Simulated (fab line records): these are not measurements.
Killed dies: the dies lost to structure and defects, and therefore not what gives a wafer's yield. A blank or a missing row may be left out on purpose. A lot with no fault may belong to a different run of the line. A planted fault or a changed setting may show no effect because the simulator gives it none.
Problem report, 8D (eight disciplines) form, completed by code ; flow n5_finfet ; the parts of the form that need people (team, actions taken, sign-off) are left out

== 1. PROBLEM STATEMENT ==
Mean of killed_at_M4_up at N5_PASSIVATION_PROBE_49: 709 across 6 wafers in 2 lots; on wafers with no fault it is 12 (standard deviation 4.5). So: +99 or more standard deviations from the usual mean.
First seen on wafer L280.1, day 15 21:29, on prober-01. The record has a number at this step for 6 wafers belonging to 2 lots. The rule behind "out" and "out of limits": a value lying over 4 standard deviations away from the usual mean. The other wafers with a number count as sound.

== 2. WHAT THIS IS AND IS NOT ==
question;is;is not
which readings at this step;killed_at_M4_up, defect_limited_yield, killed_dies, killed_on_rim, sort_bin_5_function, sort_bin_6_memory, sort_n_pass, sort_yield_pct;killed_at_contacts, killed_at_front_end, killed_at_other, killed_short
which lots;L280, L281;-
which wafers of those lots;all that have a number;-
read on which tools;prober-01;-
when;from day 15 21:29;up to then (0 sound wafers)

== 3. WHAT RULES OUT EACH SUSPECT ==
Counting: any tool at a process step up to the reading is kept as a suspect provided that every lot that is out went through it and no sound lot did after the first of them.
- ecd_cu-02 at N5_BEOL_M5_ECD_50 (material Cu, target thk 300 nm): kept. It ran every lot that is out, first L280 (day 12 00:16), and no sound lot after that.
- prober-01 at N5_PASSIVATION_PROBE_49: kept. It ran every lot that is out, first L280 (day 15 21:29), and no sound lot after that. Its own readings are out on those wafers: defect_limited_yield, killed_at_M4_up, killed_dies, killed_on_rim, sort_bin_5_function, sort_bin_6_memory, sort_n_pass, sort_yield_pct.
Remaining after the count are ecd_cu-02 at N5_BEOL_M5_ECD_50 and prober-01 at N5_PASSIVATION_PROBE_49.

== 4. THE CAUSE (what the simulator had put in) ==
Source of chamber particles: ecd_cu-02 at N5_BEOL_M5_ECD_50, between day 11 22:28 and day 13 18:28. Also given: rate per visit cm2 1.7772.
This tool is one of the 2 suspects left after counting.

== 5. THE CHAIN OF EFFECTS, in route order ==
One row per reading whose mean, taken over the struck wafers that have a number, lies over 3 standard deviations from the usual. Scope: only readings with a usual standard deviation given in the record; hours: median across lots of the time from each lot's start at the first step in this table that gives one to its start at this step; sigmas: change in usual standard deviations.
hours;step;reading;usual;on struck wafers;change;sigmas
0;N5_PASSIVATION_PROBE_49;defect_limited_yield;91.7 %;34.9;-56.8;-38
0;N5_PASSIVATION_PROBE_49;killed_at_M4_up;12;709;+697;+99 or more
0;N5_PASSIVATION_PROBE_49;killed_dies;97;768;+671;+39
0;N5_PASSIVATION_PROBE_49;killed_on_rim;13;96;+83;+23
0;N5_PASSIVATION_PROBE_49;sort_bin_5_function;4.8 %;43.0;+38.2;+42
0;N5_PASSIVATION_PROBE_49;sort_bin_6_memory;3.1 %;17.1;+14.0;+21
0;N5_PASSIVATION_PROBE_49;sort_n_pass;1083;412;-671;-39
0;N5_PASSIVATION_PROBE_49;sort_yield_pct;91.7 %;34.9;-56.8;-38
Its process steps:
- N5_PASSIVATION_PROBE_49

== 6. WHAT WOULD HAVE CAUGHT IT SOONER ==
First out-of-limits reading in this record: day 15 21:29, which is 95 hours after fault onset at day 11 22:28.
All the lots that are out (2) had begun N5_BEOL_M5_ECD_50 on ecd_cu-02 by day 15 21:29. Had the tool been put on hold then, not one of them would have been saved.
